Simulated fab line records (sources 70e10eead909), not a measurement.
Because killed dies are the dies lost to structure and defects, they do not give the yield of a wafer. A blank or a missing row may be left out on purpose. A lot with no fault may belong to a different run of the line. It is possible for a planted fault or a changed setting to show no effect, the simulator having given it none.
fab line records + flow nandHarc
record
- lots=12
- wafers=36
- lastDay=34
route steps=1302 shown A_STAIRCASE@772
lots that met no fault: taken from a fault-free run of the same line
startH: start of the lot's first displayed wafer, in hours after the record's first day + waitH: hours since the lot's step before + " as in the row above + L1.1+2: one row covering several wafers at once + - either no value or no given start + * or withheld: withheld + < > ~ a bound
route shown NAME@n: a module of which the file shows steps, and the number in the route of the first + usual: mean and standard deviation over wafers with no fault + same: alike in all rows + chamber/n: place in a boat + sites: readings site by site + _std_site: the standard deviation of these + _edge_site: mean of outer sites minus mean of inner sites + radiusMm: for every site, how far away it sits from the centre of the wafer + mask NAME#n: copy n + behind: the tool/chamber that last shaped the wafer + hold: why the lot went on hold/how many hours it stayed there/how the hold came to an end + device: names the non-switching transistor (n, p or np) + end of line: the same wafers' tests at the end of the route + a step given without rows: its recipe and nothing more + killed: count of dies lost to structure and defects at first sort (not the wafer's yield) + map: dies across one wafer; x = killed, . = not, _ = none there
set.NAME: the setting that was run; set.NAME@STEP: the one run at that earlier step + model.NAME: the simulator's own value behind a step, which no gauge read
one table for each step of the route and one row for each wafer, over a sample of lots
services: the hour from which a tool's chamber was out of use, counted from the record's first day as startH (under 0 if before that day), plus the number of hours and why
## steps
# step NHARC_A_STAIRCASE_HM_DEP_456
# recipe
- targetThkA=31000
- tempC=400
- material=aC
# usual
- throttleValvePct=35.000/0.0092
| lot.wafer | tool      | chamber | startH | waitH | throttleValvePct |
|-----------|-----------|---------|--------|-------|------------------|
| L372.4    | aclDep-03 | 0       | 370.91 | -     | 34.992           |
| L372.5    | "         | 0       | "      | "     | 35.014           |
| L372.6    | "         | 0       | "      | "     | 34.996           |
| L374.1    | aclDep-02 | 0       | 408.25 | -     | 35.005           |
| L374.3    | "         | 0       | "      | "     | 34.979           |
| L374.5    | "         | 0       | "      | "     | 34.999           |
| L376.2    | aclDep-01 | 0       | 416.77 | -     | 34.989           |
| L376.4    | "         | 0       | "      | "     | 34.996           |
| L376.6    | "         | 0       | "      | "     | 34.999           |
| L375.3    | aclDep-03 | 0       | 418.42 | -     | 34.997           |
| L375.5    | "         | 0       | "      | "     | 34.999           |
| L375.6    | "         | 0       | "      | "     | 35.013           |
| L377.4    | aclDep-02 | 0       | 444.74 | -     | 34.997           |
| L377.5    | "         | 0       | "      | "     | 35.009           |
| L377.6    | "         | 0       | "      | "     | 35.010           |
| L382.3    | aclDep-02 | 0       | 495.74 | -     | 34.998           |
| L382.5    | "         | 0       | "      | "     | 34.982           |
| L382.6    | "         | 0       | "      | "     | 34.988           |
| L384.1    | aclDep-02 | 0       | 496.97 | -     | 34.995           |
| L384.2    | "         | 0       | "      | "     | 34.982           |
| L384.4    | "         | 0       | "      | "     | 35.010           |
| L388.1    | aclDep-03 | 0       | 529.31 | -     | 35.007           |
| L388.2    | "         | 0       | "      | "     | 35.006           |
| L388.4    | "         | 0       | "      | "     | 34.996           |
| L389.1    | aclDep-02 | 0       | 553.49 | -     | 35.001           |
| L389.2    | "         | 0       | "      | "     | 35.017           |
| L389.3    | "         | 0       | "      | "     | 35.006           |
| L391.3    | aclDep-03 | 0       | 578.44 | -     | 35.003           |
| L391.5    | "         | 0       | "      | "     | 34.995           |
| L391.6    | "         | 0       | "      | "     | 35.004           |
| L392.1    | aclDep-02 | 0       | 596.95 | -     | 34.985           |
| L392.2    | "         | 0       | "      | "     | 34.988           |
| L392.6    | "         | 0       | 598.52 | -     | 35.012           |
| L393.1    | aclDep-03 | 0       | 597.07 | -     | 35.012           |
| L393.2    | "         | 0       | "      | "     | 34.998           |
| L393.6    | "         | 0       | 598.61 | -     | 34.987           |
# step NHARC_A_STAIRCASE_STRIP_274
# recipe
- o2FlowSccm=500
- arFlowSccm=0
- biasW=0
- chemistry=O2
# usual
- drypumpMotorCurrentA=5.8/0.45
- o2FlowSccm=500.0/1.6
- oesProductAu=1.001/0.011
- rfVppV=57.7/0.97
- showerheadPlenumPTorr=3.51/0.16
- throttleValvePct=17.037/0.0082
| lot.wafer | tool       | chamber | startH | waitH | drypumpMotorCurrentA | o2FlowSccm | oesProductAu | rfHoursCounterH | rfVppV | showerheadPlenumPTorr | throttleValvePct |
|-----------|------------|---------|--------|-------|----------------------|------------|--------------|-----------------|--------|-----------------------|------------------|
| L372.4    | rieDiel-07 | 0       | -      | -     | 6.0                  | 499.5      | 0.990        | 19              | 58.4   | 3.32                  | 17.040           |
| L372.6    | "          | 0       | "      | "     | 6.0                  | 499.7      | 0.983        | -               | 56.6   | 3.32                  | 17.037           |
| L372.5    | "          | 1       | "      | "     | 5.3                  | 500.7      | 1.006        | -               | 57.8   | 3.63                  | 17.028           |
| L374.3    | rieDiel-07 | 1       | -      | -     | 5.3                  | 497.8      | 1.003        | 26              | 56.4   | 3.63                  | 17.036           |
| L374.1    | "          | 3       | "      | "     | 5.4                  | 502.9      | 0.989        | 35              | 57.1   | 3.38                  | 17.035           |
| L374.5    | "          | 1       | "      | "     | 5.3                  | 499.4      | 1.000        | -               | 56.9   | 3.63                  | 17.036           |
| L376.2    | rieDiel-07 | 2       | -      | -     | 6.2                  | 499.8      | 0.985        | 35              | 59.0   | 3.79                  | 17.029           |
| L376.4    | "          | 0       | "      | "     | 6.0                  | 500.4      | 0.983        | 32              | 57.1   | 3.31                  | 17.038           |
| L376.6    | "          | 2       | "      | "     | 6.2                  | 500.6      | 0.981        | -               | 57.7   | 3.79                  | 17.040           |
| L375.3    | rieDiel-08 | 1       | -      | -     | 6.6                  | 499.1      | 1.018        | 12              | 57.3   | 3.46                  | 17.019           |
| L375.6    | "          | 2       | "      | "     | 6.5                  | 498.9      | 1.013        | -               | 58.9   | 3.67                  | 17.033           |
| L375.5    | "          | 3       | "      | "     | 5.7                  | 498.2      | 1.000        | -               | 58.2   | 3.40                  | 17.038           |
| L377.4    | rieDiel-07 | 3       | -      | -     | 5.5                  | 502.3      | 0.987        | 48              | 57.6   | 3.38                  | 17.030           |
| L377.6    | "          | 0       | "      | "     | 6.0                  | 500.9      | 0.982        | -               | 58.6   | 3.31                  | 17.036           |
| L377.5    | "          | 1       | "      | "     | 5.3                  | 500.0      | 0.986        | -               | 58.2   | 3.62                  | 17.045           |
| L382.3    | rieDiel-10 | 0       | -      | -     | 5.5                  | 500.3      | 1.017        | 24              | 56.6   | 3.38                  | 17.037           |
| L382.5    | "          | 0       | "      | "     | 5.5                  | 499.3      | 1.005        | -               | 58.4   | 3.38                  | 17.043           |
| L382.6    | "          | 1       | "      | "     | 5.3                  | 500.7      | 1.000        | -               | 56.9   | 3.55                  | 17.028           |
| L384.4    | rieDiel-07 | 2       | -      | -     | 6.2                  | 501.4      | 0.997        | 5               | 58.1   | 3.77                  | 17.043           |
| L384.2    | "          | 3       | "      | "     | 5.4                  | 499.8      | 0.983        | 5               | 56.4   | 3.37                  | 17.040           |
| L384.1    | "          | 0       | "      | "     | 6.0                  | 500.7      | 1.013        | 4               | 56.7   | 3.30                  | 17.048           |
| L388.4    | rieDiel-08 | 2       | -      | -     | 6.5                  | 500.7      | 1.008        | 53              | 58.4   | 3.64                  | 17.036           |
| L388.2    | "          | 0       | "      | "     | 6.0                  | 500.0      | 0.993        | 47              | 59.6   | 3.72                  | 17.033           |
| L388.1    | "          | 1       | "      | "     | 6.6                  | 497.3      | 1.018        | 48              | 57.8   | 3.44                  | 17.028           |
| L389.2    | rieDiel-07 | 1       | -      | -     | 5.3                  | 496.2      | 0.996        | 26              | 59.5   | 3.60                  | 17.045           |
| L389.3    | "          | 2       | "      | "     | 6.2                  | 496.9      | 1.004        | 25              | 58.3   | 3.76                  | 17.039           |
| L389.1    | "          | 3       | "      | "     | 5.5                  | 500.7      | 0.994        | 23              | 57.9   | 3.36                  | 17.047           |
| L391.3    | rieDiel-10 | 0       | -      | -     | 5.5                  | 500.6      | 1.009        | 56              | 56.8   | 3.36                  | 17.034           |
| L391.6    | "          | 3       | "      | "     | 5.5                  | 501.6      | 0.991        | -               | 56.5   | 3.34                  | 17.031           |
| L391.5    | "          | 0       | "      | "     | 5.5                  | 500.0      | 1.003        | -               | 58.4   | 3.36                  | 17.045           |
| L392.1    | rieDiel-07 | 0       | -      | -     | 6.0                  | 502.3      | 1.007        | 34              | 56.7   | 3.29                  | 17.026           |
| L392.2    | "          | 2       | "      | "     | 6.1                  | 499.0      | 1.006        | 38              | 59.9   | 3.75                  | 17.030           |
| L392.6    | "          | 1       | "      | "     | 5.3                  | 500.5      | 0.989        | -               | 58.4   | 3.60                  | 17.036           |
| L393.1    | rieDiel-08 | 3       | -      | -     | 5.7                  | 498.2      | 0.994        | 11              | 57.5   | 3.37                  | 17.028           |
| L393.2    | "          | 0       | "      | "     | 6.0                  | 499.6      | 1.002        | 17              | 58.4   | 3.71                  | 17.038           |
| L393.6    | "          | 2       | "      | "     | 6.5                  | 499.8      | 1.002        | -               | 56.9   | 3.63                  | 17.044           |
# step NHARC_A_STAIRCASE_DEP_301
# recipe
- targetThkA=300
- targetThkNm=30
- tempC=400
- pressureTorr=3.5
- flowSccm=200
- rfW=350
- material=SiON
# usual
- heaterPowerW=716/61
- rfFwdPowerW=348.6/1.2
- showerheadVppV=1155/39
| lot.wafer | tool     | chamber | startH | waitH | heaterPowerW | rfFwdPowerW | showerheadVppV |
|-----------|----------|---------|--------|-------|--------------|-------------|----------------|
| L372.6    | pecvd-04 | 2       | 395.46 | 0.1   | 602          | 347.5       | 1129           |
| L372.4    | "        | 0       | "      | "     | 782          | 349.2       | 1131           |
| L372.5    | "        | 1       | "      | "     | 736          | 347.9       | 1182           |
| L374.3    | pecvd-02 | 0       | 421.68 | 0.9   | 786          | 350.2       | 1186           |
| L374.1    | "        | 1       | "      | "     | 725          | 346.7       | 1192           |
| L374.5    | "        | 0       | "      | "     | 774          | 351.7       | 1169           |
| L376.2    | pecvd-04 | 0       | 429.13 | 1.3   | 785          | 349.4       | 1115           |
| L376.4    | "        | 2       | "      | "     | 612          | 350.0       | 1142           |
| L376.6    | "        | 0       | "      | "     | 653          | 349.7       | 1144           |
| L375.3    | pecvd-04 | 0       | 431.54 | 1.0   | 662          | 349.4       | 1137           |
| L375.5    | "        | 1       | "      | "     | 717          | 348.1       | 1175           |
| L375.6    | "        | 2       | "      | "     | 670          | 348.5       | 1128           |
| L377.6    | pecvd-02 | 2       | 462.42 | 0.1   | 741          | 348.7       | 1149           |
| L377.4    | "        | 0       | "      | "     | 690          | 348.3       | 1188           |
| L377.5    | "        | 1       | "      | "     | 627          | 346.5       | 1187           |
| L382.3    | pecvd-03 | 0       | 511.56 | 1.0   | 729          | 206.7       | 925            |
| L382.6    | "        | 2       | "      | "     | 645          | 347.1       | 1092           |
| L382.5    | "        | 1       | "      | "     | 599          | 351.9       | 1230           |
| L384.2    | pecvd-03 | 1       | 512.64 | 1.2   | 727          | 349.6       | 1217           |
| L384.1    | "        | 2       | "      | "     | 722          | 348.5       | 1099           |
| L384.4    | "        | 0       | "      | "     | 706          | 207.9       | 913            |
| L388.2    | pecvd-04 | 1       | 543.81 | 1.2   | 788          | 347.9       | 1169           |
| L388.1    | "        | 0       | "      | "     | 710          | 347.9       | 1112           |
| L388.4    | "        | 2       | "      | "     | 742          | 350.5       | 1109           |
| L389.2    | pecvd-04 | 1       | 567.07 | 1.2   | 791          | 347.9       | 1182           |
| L389.3    | "        | 2       | "      | "     | 687          | 347.2       | 1111           |
| L389.1    | "        | 0       | "      | "     | 789          | 350.0       | 1127           |
| L391.3    | pecvd-04 | 2       | 591.68 | 1.0   | 624          | 351.4       | 1123           |
| L391.6    | "        | 2       | "      | "     | 607          | 350.6       | 1108           |
| L391.5    | "        | 0       | "      | "     | 720          | 346.8       | 1123           |
| L392.2    | pecvd-03 | 0       | 612.36 | 1.2   | 697          | 349.1       | 1209           |
| L392.1    | "        | 2       | "      | "     | 730          | 347.9       | 1096           |
| L392.6    | "        | 1       | "      | "     | 593          | 349.5       | 1259           |
| L393.2    | pecvd-04 | 0       | 614.21 | 1.3   | 666          | 347.6       | 1128           |
| L393.1    | "        | 1       | "      | "     | 715          | 346.8       | 1194           |
| L393.6    | "        | 2       | "      | "     | 626          | 349.4       | 1120           |
# step NHARC_A_STAIRCASE_ETCH_313
# recipe
- cf4FlowSccm=100
- chf3FlowSccm=30
- arFlowSccm=0
- rfW=500
- biasW=200
- chemistry=CF4/CHF3
# usual
- drypumpMotorCurrentA=5.8/0.43
- oesProductAu=0.933/0.017
- rfVppV=370.1/2.6
- showerheadPlenumPTorr=1.56/0.074
- throttleValvePct=16.802/0.009
| lot.wafer | tool       | chamber | startH | waitH | drypumpMotorCurrentA | oesProductAu | rfHoursCounterH | rfVppV | showerheadPlenumPTorr | throttleValvePct |
|-----------|------------|---------|--------|-------|----------------------|--------------|-----------------|--------|-----------------------|------------------|
| L372.4    | rieDiel-10 | 2       | 396.38 | 0.1   | 5.5                  | 0.930        | -               | 368.4  | 1.48                  | 16.809           |
| L372.5    | "          | 3       | "      | "     | 5.5                  | 0.915        | -               | 368.3  | 1.50                  | 16.805           |
| L372.6    | "          | 0       | "      | "     | 5.5                  | 0.935        | -               | 370.3  | 1.52                  | 16.807           |
| L374.3    | rieDiel-07 | 1       | 422.76 | 0.1   | 5.3                  | 0.925        | 27              | 372.0  | 1.62                  | 16.807           |
| L374.1    | "          | 3       | "      | "     | 5.4                  | 0.911        | 36              | 368.5  | 1.51                  | 16.801           |
| L374.5    | "          | 1       | "      | "     | 5.3                  | 0.917        | -               | 371.7  | 1.62                  | 16.800           |
| L376.2    | rieDiel-08 | 3       | 430.20 | 0.1   | 5.7                  | 0.930        | 13              | 370.0  | 1.51                  | 16.817           |
| L376.4    | "          | 1       | "      | "     | 6.6                  | 0.940        | 13              | 369.7  | 1.54                  | 16.796           |
| L376.6    | "          | 2       | "      | "     | 6.5                  | 0.929        | -               | 372.1  | 1.64                  | 16.802           |
| L375.3    | rieDiel-10 | 1       | 432.54 | 0.1   | 5.3                  | 0.944        | 1               | 371.2  | 1.59                  | 16.813           |
| L375.6    | "          | 1       | "      | "     | 5.3                  | 0.940        | -               | 371.4  | 1.59                  | 16.813           |
| L375.5    | "          | 0       | "      | "     | 5.5                  | 0.960        | -               | 367.8  | 1.51                  | 16.806           |
| L377.4    | rieDiel-08 | 3       | 463.27 | 0.1   | 5.7                  | 0.928        | 26              | 368.8  | 1.51                  | 16.814           |
| L377.6    | "          | 3       | "      | "     | 5.7                  | 0.939        | -               | 367.9  | 1.51                  | 16.803           |
| L377.5    | "          | 0       | "      | "     | 6.0                  | 0.930        | -               | 374.3  | 1.67                  | 16.799           |
| L382.3    | rieDiel-08 | 2       | 513.93 | 0.4   | 6.5                  | 0.944        | 43              | 373.9  | 1.63                  | 16.801           |
| L382.6    | "          | 0       | "      | "     | 5.9                  | 0.928        | -               | 373.7  | 1.66                  | 16.810           |
| L382.5    | "          | 1       | "      | "     | 6.6                  | 0.935        | -               | 369.3  | 1.54                  | 16.819           |
| L384.2    | rieDiel-07 | 1       | 514.03 | 0.3   | 5.3                  | 0.937        | 11              | 371.9  | 1.61                  | 16.806           |
| L384.1    | "          | 2       | "      | "     | 6.1                  | 0.925        | 12              | 374.6  | 1.68                  | 16.792           |
| L384.4    | "          | 0       | "      | "     | 6.0                  | 0.935        | 9               | 368.2  | 1.47                  | 16.803           |
| L388.1    | rieDiel-08 | 3       | 544.88 | 0.1   | 5.7                  | 0.908        | 55              | 367.9  | 1.50                  | 16.820           |
| L388.4    | "          | 0       | "      | "     | 5.9                  | 0.921        | 51              | 373.3  | 1.66                  | 16.795           |
| L388.2    | "          | 2       | "      | "     | 6.5                  | 0.937        | 57              | 372.2  | 1.62                  | 16.796           |
| L389.3    | rieDiel-10 | 3       | 568.87 | 0.8   | 5.5                  | 0.936        | 42              | 367.2  | 1.49                  | 16.800           |
| L389.2    | "          | 1       | "      | "     | 5.3                  | 0.909        | 53              | 371.6  | 1.58                  | 16.813           |
| L389.1    | "          | 2       | "      | "     | 5.5                  | 0.934        | 51              | 367.6  | 1.47                  | 16.792           |
| L391.3    | rieDiel-10 | 2       | 592.73 | 0.1   | 5.6                  | 0.948        | 64              | 368.0  | 1.47                  | 16.812           |
| L391.6    | "          | 0       | "      | "     | 5.5                  | 0.937        | -               | 367.3  | 1.50                  | 16.794           |
| L391.5    | "          | 1       | "      | "     | 5.3                  | 0.915        | -               | 369.8  | 1.57                  | 16.800           |
| L392.1    | rieDiel-10 | 2       | 613.32 | 0.1   | 5.5                  | 0.971        | 4               | 373.4  | 1.70                  | 16.799           |
| L392.2    | "          | 3       | "      | "     | 5.5                  | 0.983        | 2               | 367.9  | 1.49                  | 16.798           |
| L392.6    | "          | 1       | "      | "     | 5.3                  | 0.941        | -               | 369.7  | 1.57                  | 16.796           |
| L393.2    | rieDiel-10 | 2       | 615.28 | 0.1   | 5.6                  | 0.983        | 5               | 376.1  | 1.70                  | 16.805           |
| L393.1    | "          | 3       | "      | "     | 5.5                  | 0.989        | 3               | 368.0  | 1.48                  | 16.786           |
| L393.6    | "          | 1       | "      | "     | 5.3                  | 0.953        | -               | 370.0  | 1.57                  | 16.788           |
## services
| tool       | chamber | startH | hours | kind   |
|------------|---------|--------|-------|--------|
| rieDiel-07 | 1       | 355.11 | 4.6   | repair |
| pecvd-03   | -       | 366.12 | 13.0  | pm     |
| rieDiel-08 | -       | 369.81 | 9.0   | pm     |
| rieDiel-10 | 1       | 394.34 | 6.8   | repair |
| pecvd-02   | -       | 408.21 | 13.0  | pm     |
| rieDiel-10 | 3       | 419.27 | 15.5  | repair |
| rieDiel-10 | -       | 420.36 | 9.0   | pm     |
| aclDep-02  | -       | 428.71 | 13.0  | pm     |
| rieDiel-10 | 1       | 436.12 | 3.5   | repair |
| pecvd-03   | 2       | 436.46 | 8.3   | repair |
| pecvd-04   | -       | 450.00 | 13.0  | pm     |
| rieDiel-07 | -       | 473.60 | 9.0   | pm     |
| aclDep-03  | -       | 482.58 | 13.0  | pm     |
| rieDiel-08 | -       | 546.81 | 9.0   | pm     |
| pecvd-03   | -       | 547.12 | 13.0  | pm     |
| rieDiel-08 | 1       | 569.81 | 4.9   | repair |
| rieDiel-08 | 2       | 575.61 | 5.2   | repair |
| rieDiel-08 | 3       | 575.88 | 4.1   | repair |
| pecvd-04   | 2       | 577.50 | 6.2   | repair |
| pecvd-03   | 2       | 588.59 | 15.7  | repair |
| rieDiel-10 | -       | 597.36 | 9.0   | pm     |
| rieDiel-07 | 3       | 603.48 | 1.4   | repair |
| rieDiel-07 | -       | 605.21 | 2.0   | repair |
| aclDep-02  | -       | 610.39 | 13.0  | pm     |
## key
firstSign
- step=NHARC_A_STAIRCASE_DEP_301
- reading=rfFwdPowerW
- direction=down
- sigmas=99+
- usual=*
- struck=*
effect
- step=NHARC_A_STAIRCASE_DEP_301
- reading=showerheadVppV
- direction=down
- sigmas=6
- usual=1155
- struck=919
metAt NHARC_A_STAIRCASE_DEP_301
struckLots L382,L384
struckWafers L382.3,L384.4
testerLeftOut L382,L384
notActingAt NHARC_A_STAIRCASE_HM_DEP_456,NHARC_A_STAIRCASE_STRIP_274,NHARC_A_STAIRCASE_ETCH_313
fault
- kind=processParameterDrift
- tool=pecvd-03
- chamber=0
- onsetH=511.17
- steps=NHARC_A_STAIRCASE_DEP_301
- channel=rfW
- offset=*
- shape=step
- endH=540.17
- actsIn=*
- stated=*
# testerLeftOut: of these lots the tester's yield and bins aren't shown, on N5 and GAA mostly nor the transistor test; their killed dies are dies lost to structure and defects alone, not to doping, threshold or leakage, so they don't give the yield
